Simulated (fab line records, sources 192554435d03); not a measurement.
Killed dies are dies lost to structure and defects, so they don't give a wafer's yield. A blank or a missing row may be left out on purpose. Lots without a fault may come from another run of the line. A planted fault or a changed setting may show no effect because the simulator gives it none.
fab line records | flow n5_finfet
record lots=10 wafers=30 last_day=17
route steps=1938 shown BEOL_M12@1635 BEOL_M13@1670
lots that met no fault: from a run of the same line without faults
start_h: hours from the record's first day to the start of the lot's first wafer shown | wait_h: hours since the lot's step before | " the same as in the row above | L1.1+2: a row that stands for several wafers | - no value, or no start given | * or withheld: withheld | < > ~ a bound
route shown NAME@n: a module of which the file shows steps, and the number in the route of the first | usual: mean/standard deviation of fault-free wafers | same: alike in all rows | chamber/n: place in a boat | sites: the reading at each site | _std_site: their standard deviation | _edge_site: outer sites' mean less inner sites' | radius_mm: how far each site lies from the wafer's centre | mask NAME#n: copy n | behind: the tool/chamber that last shaped the wafer | hold: why the lot was held/for how many hours/how that ended | device: the transistor (n, p or np) that didn't switch | end of line: the same wafers' tests at the end of the route | a step without rows: its recipe alone | killed: dies lost to structure and defects at the first sort, not the wafer's yield | map: a wafer's dies, x killed, . not, _ none there
set.NAME: the setting as run; set.NAME@STEP: as run at that earlier step | model.NAME: the simulator's own value behind a step, which no gauge read
steps of the route over a sample of lots; a table a step, a row a wafer
services: from which hour (start_h, from the record's first day; less than 0 if before it) a tool's chamber was out of use, for how many hours, and why
## steps
# step N5_BEOL_M12_DESCUM_33
# recipe chemistry=O2 time_s=7.9 source_power_w=50 bias_power_w=20 pressure_mtorr=20 rf_frequency_hz=2.712e+07 temp_c=40 o2_flow_sccm=225
# usual drypump_motor_current_A=5.8/0.43 o2_flow_sccm=225.1/0.58 oes_product_au=0.79/0.097 rf_vpp_V=243.1/1 showerhead_plenum_p_Torr=2.08/0.052 throttle_valve_pct=20.46/0.26
# columns lot.wafer tool chamber start_h wait_h drypump_motor_current_A o2_flow_sccm oes_product_au rf_hours_counter_h rf_vpp_V showerhead_plenum_p_Torr throttle_valve_pct
L615.2 rie_diel-04 0 239.34 0.0 5.3 224.9 0.69 225 243.6 2.06 20.39
L615.5 " 0 " " 5.3 225.3 0.69 - 243.2 2.06 20.42
L615.6 " 1 " " 5.5 226.0 0.79 - 244.7 2.09 20.55
L616.1 rie_diel-04 1 252.67 0.0 5.6 226.0 0.79 116 243.9 2.09 20.57
L616.2 " 2 " " 6.0 224.1 0.77 128 242.5 2.09 20.08
L616.4 " 3 " " 5.6 224.2 0.95 16 244.2 2.15 20.60
L619.1 rie_diel-04 2 261.10 0.0 6.0 224.6 0.76 132 242.7 2.09 20.11
L619.3 " 0 " " 5.3 224.1 0.68 232 242.9 2.05 20.41
L619.4 " 1 " " 5.5 224.7 0.78 119 243.4 2.09 20.58
L618.3 rie_diel-02 2 262.73 0.0 6.6 224.2 0.74 199 242.1 2.17 20.88
L618.4 " 0 " " 6.2 224.2 0.86 50 244.9 2.13 20.40
L618.5 " 1 " " 5.8 224.4 0.75 - 243.2 2.08 20.64
L623.1 rie_diel-01 1 297.93 0.0 6.2 224.1 0.81 114 242.3 2.12 20.77
L623.4 " 2 " " 5.6 225.4 0.73 150 241.9 2.01 20.67
L623.5 " 3 " " 6.6 224.8 0.99 - 243.7 2.15 20.44
L624.1 rie_diel-01 0 299.04 0.2 5.9 225.1 0.71 212 242.3 1.97 20.23
L624.5 " 0 " " 5.9 225.1 0.71 - 239.9 1.97 20.25
L624.6 " 3 " " 6.6 225.8 0.99 - 243.3 2.15 20.43
L626.1 rie_diel-02 1 316.03 0.0 5.8 226.8 0.73 201 243.2 2.08 20.67
L626.3 " 0 " " 6.1 224.5 0.82 72 245.4 2.13 20.43
L626.5 " 0 " " 6.1 225.5 0.82 - 243.7 2.13 20.41
L634.2 rie_diel-04 2 358.14 0.0 6.0 225.1 0.72 167 243.0 2.07 20.16
L634.3 " 3 " " 5.6 224.8 0.86 53 242.8 2.14 20.66
L634.5 " 2 " " 6.0 225.3 0.73 - 242.8 2.07 20.16
L635.1 rie_diel-02 0 367.24 0.1 6.2 225.5 0.79 97 244.8 2.12 20.47
L635.4 " 1 " " 5.8 224.1 0.71 224 243.0 2.07 20.69
L635.6 " 2 " " 6.7 226.5 0.69 - 244.5 2.16 20.93
L637.3 rie_diel-04 3 370.91 0.0 5.6 225.1 0.85 57 242.9 2.13 20.66
L637.5 " 2 " " 5.9 225.2 0.71 - 242.9 2.07 20.16
L637.6 " 1 " " 5.6 225.3 0.74 - 242.3 2.08 20.64
# step N5_BEOL_M12_STRIP_37
# recipe chemistry=N2/H2 power_w=1000 temp_c=250 h2_frac=0.65 overash_fraction=0.3 pressure_mtorr=withheld n2_flow_sccm=1750 h2_flow_sccm=3250
# usual drypump_motor_current_A=5.27/0.27 heater_power_w=357/15 oes_product_au=0.790/0.0096
# same overash_fraction=0.3
# columns lot.wafer tool chamber start_h wait_h drypump_motor_current_A heater_power_w oes_product_au rf_hours_counter_h
L615.2 plasma_asher-01 0 239.90 0.0 5.45 339 0.791 70
L615.5 " 0 " " 5.45 331 0.782 -
L615.6 " 1 " " 5.69 362 0.802 -
L616.1 plasma_asher-02 0 253.22 0.0 4.99 340 0.803 112
L616.2 " 1 " " 5.15 371 0.797 112
L616.4 " 1 " " 5.15 381 0.794 -
L619.1 plasma_asher-02 0 261.65 0.0 4.96 347 0.775 113
L619.3 " 0 " " 4.98 342 0.784 -
L619.4 " 1 " " 5.16 366 0.781 -
L618.3 plasma_asher-02 0 263.31 0.1 4.95 354 0.797 -
L618.4 " 1 " " 5.15 374 0.788 -
L618.5 " 0 " " 4.99 358 0.780 -
L623.1 plasma_asher-01 1 298.49 0.0 5.69 362 0.782 82
L623.4 " 0 " " 5.46 328 0.780 -
L623.5 " 1 " " 5.69 365 0.807 -
L624.1 plasma_asher-01 1 299.59 0.0 5.67 364 0.788 82
L624.5 " 1 " " 5.65 367 0.784 -
L624.6 " 0 " " 5.46 332 0.794 -
L626.1 plasma_asher-01 1 316.59 0.0 5.67 366 0.786 85
L626.3 " 1 " " 5.68 371 0.775 -
L626.5 " 0 " " 5.46 341 0.782 -
L634.2 plasma_asher-02 0 358.72 0.1 4.97 350 0.781 132
L634.3 " 0 " " 4.99 336 0.791 -
L634.5 " 0 " " 4.97 339 0.797 -
L635.1 plasma_asher-01 1 367.79 0.0 5.68 370 0.792 96
L635.4 " 1 " " 5.66 369 0.796 -
L635.6 " 1 " " 5.67 362 0.807 -
L637.3 plasma_asher-02 1 371.49 0.1 5.16 370 0.787 -
L637.5 " 0 " " 4.99 348 0.789 -
L637.6 " 1 " " 5.15 376 0.783 -
# step N5_BEOL_M13_OVL_MEAS_11
# recipe points_per_wafer=44
# usual V12_OVL=3/4.9
# columns lot.wafer tool chamber start_h wait_h V12_OVL[nm]
L615.2 overlay-02 0 244.01 0.0 -5
L615.5 " 0 " " -1
L615.6 " 0 " " -10
L616.1 overlay-02 0 257.29 0.0 5
L616.2 " 0 " " 2
L616.4 " 0 " " 5
L619.1 overlay-01 0 268.36 0.0 3
L619.3 " 0 " " -3
L619.4 " 0 " " 0
L618.3 overlay-02 0 270.89 0.0 5
L618.4 " 0 " " 6
L618.5 " 0 " " 2
L624.1 overlay-01 0 302.41 0.0 1
L624.5 " 0 " " 2
L624.6 " 0 " " 0
L623.1 overlay-01 0 302.47 0.0 0
L623.4 " 0 " " 0
L623.5 " 0 " " 6
L626.1 overlay-01 0 320.37 0.0 7
L626.3 " 0 " " 3
L626.5 " 0 " " 6
L634.2 overlay-01 0 361.33 0.0 5
L634.3 " 0 " " -2
L634.5 " 0 " " 1
L635.1 overlay-01 0 370.42 0.0 14
L635.4 " 0 " " 10
L635.6 " 0 " " 8
L637.3 overlay-01 0 375.09 0.0 16
L637.5 " 0 " " 11
L637.6 " 0 " " 7
# step N5_BEOL_M13_ETCH_59
# recipe chemistry=N2/H2 target=BARC target_depth_a=890 overetch_a=267 time_s=67.9 ion_energy_ev=200 pressure_mtorr=30 source_w=840 bias_w=150 n2_flow_sccm=200 h2_flow_sccm=200
# usual bias_w=150.0/0.46 drypump_motor_current_A=5.8/0.42 oes_product_au=0.68/0.068 rf_vpp_V=524.6/2.4 showerhead_plenum_p_Torr=2.57/0.083 throttle_valve_pct=18.00/0.23
# columns lot.wafer tool chamber start_h wait_h bias_w drypump_motor_current_A oes_product_au rf_hours_counter_h rf_vpp_V showerhead_plenum_p_Torr throttle_valve_pct
L615.2 rie_diel-05 0 244.11 0.0 150.4 6.8 0.69 119 526.8 2.66 17.71
L615.5 " 3 " " 149.7 5.1 0.78 - 526.9 2.72 17.81
L615.6 " 2 " " 150.0 5.1 0.72 - 521.8 2.49 18.16
L616.1 rie_diel-03 3 257.38 0.0 150.7 5.6 0.61 201 523.8 2.52 17.94
L616.2 " 0 " " 149.9 5.9 0.67 114 523.8 2.57 18.00
L616.4 " 2 " " 150.1 6.1 0.61 239 525.9 2.61 18.17
L619.1 rie_diel-03 3 268.46 0.0 150.1 5.7 0.61 204 523.3 2.52 17.96
L619.3 " 1 " " 150.8 6.1 0.63 190 522.8 2.52 17.93
L619.4 " 2 " " 149.8 6.1 0.61 242 524.3 2.61 18.16
L618.3 rie_diel-06 3 270.98 0.0 150.7 5.9 0.69 111 521.7 2.47 17.97
L618.4 " 2 " " 150.3 5.4 0.80 7 527.5 2.70 17.65
L618.5 " 0 " " 150.4 5.8 0.77 - 525.0 2.59 17.99
L624.1 rie_diel-06 1 302.66 0.0 149.9 6.4 0.62 198 526.0 2.65 18.53
L624.5 " 2 " " 150.0 5.4 0.77 - 529.2 2.69 17.66
L624.6 " 1 " " 149.8 6.4 0.63 - 526.4 2.65 18.56
L623.1 rie_diel-06 0 302.96 0.0 113.8 5.8 0.74 33 440.3 2.59 18.02
L623.4 " 1 " " 114.0 6.3 0.63 198 442.3 2.65 18.56
L623.5 " 0 " " 113.8 5.8 0.76 - 440.2 2.59 18.02
L626.1 rie_diel-06 2 320.47 0.0 113.4 5.5 0.75 27 443.3 2.69 17.68
L626.3 " 1 " " 114.4 6.3 0.62 206 442.7 2.65 18.56
L626.5 " 3 " " 114.6 5.9 0.67 - 437.8 2.46 18.02
L634.2 rie_diel-03 2 361.58 0.0 150.3 6.1 0.80 13 526.3 2.60 17.79
L634.3 " 1 " " 150.2 6.1 0.60 222 523.3 2.51 18.00
L634.5 " 3 " " 149.8 5.7 0.59 - 522.9 2.50 18.00
L635.1 rie_diel-05 0 370.51 0.0 150.3 6.8 0.67 153 527.8 2.64 17.76
L635.4 " 3 " " 150.0 5.1 0.73 47 527.9 2.70 17.88
L635.6 " 2 " " 150.0 5.1 0.70 - 522.1 2.48 18.21
L637.3 rie_diel-05 1 375.18 0.0 149.8 5.4 0.62 189 521.6 2.41 17.84
L637.5 " 0 " " 150.4 6.8 0.66 - 527.6 2.64 17.76
L637.6 " 1 " " 150.8 5.4 0.62 - 520.8 2.41 17.82
## services
# columns tool chamber start_h hours kind
rie_diel-06 2 216.82 - clean
rie_diel-06 2 216.82 - consumable_replace:focus_ring
rie_diel-06 2 216.82 - consumable_replace:showerhead
rie_diel-06 2 216.82 14.5 scheduled_down
rie_diel-06 2 216.82 14.5 vent_cycle
rie_diel-06 - 230.51 0.5 repair
rie_diel-06 2 237.70 13.5 repair
rie_diel-01 3 242.29 6.0 repair
rie_diel-01 1 269.22 5.2 repair
rie_diel-01 - 280.26 14.6 pm
rie_diel-03 2 302.30 - clean
rie_diel-03 2 302.30 - consumable_replace:focus_ring
rie_diel-03 2 302.30 18.9 scheduled_down
rie_diel-04 0 305.44 - clean
rie_diel-04 0 305.44 - consumable_replace:focus_ring
rie_diel-04 0 305.44 17.7 scheduled_down
rie_diel-04 0 305.44 17.7 vent_cycle
rie_diel-05 3 311.98 18.2 repair
rie_diel-01 1 315.35 8.1 repair
rie_diel-02 1 318.16 4.5 repair
rie_diel-02 3 322.29 6.9 repair
rie_diel-05 2 324.13 30.9 repair
rie_diel-02 1 372.11 5.3 repair
rie_diel-01 2 372.55 2.4 repair
## key
first_sign step=N5_BEOL_M13_ETCH_59 reading=bias_w direction=down sigmas=77 usual=* struck=*
effect step=N5_BEOL_M13_ETCH_59 reading=rf_vpp_V direction=down sigmas=34 usual=524.6 struck=441.1
met_at N5_BEOL_M13_ETCH_59
struck_lots L623,L626
not_acting_at N5_BEOL_M12_DESCUM_33,N5_BEOL_M12_STRIP_37,N5_BEOL_M13_OVL_MEAS_11
onset_between 302.66 302.96
fault kind=process_parameter_drift tool=rie_diel-06 chamber=- onset_h=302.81 steps=N5_BEOL_M13_ETCH_59 channel=bias_w offset=* shape=step end_h=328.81 acts_in=* stated=*
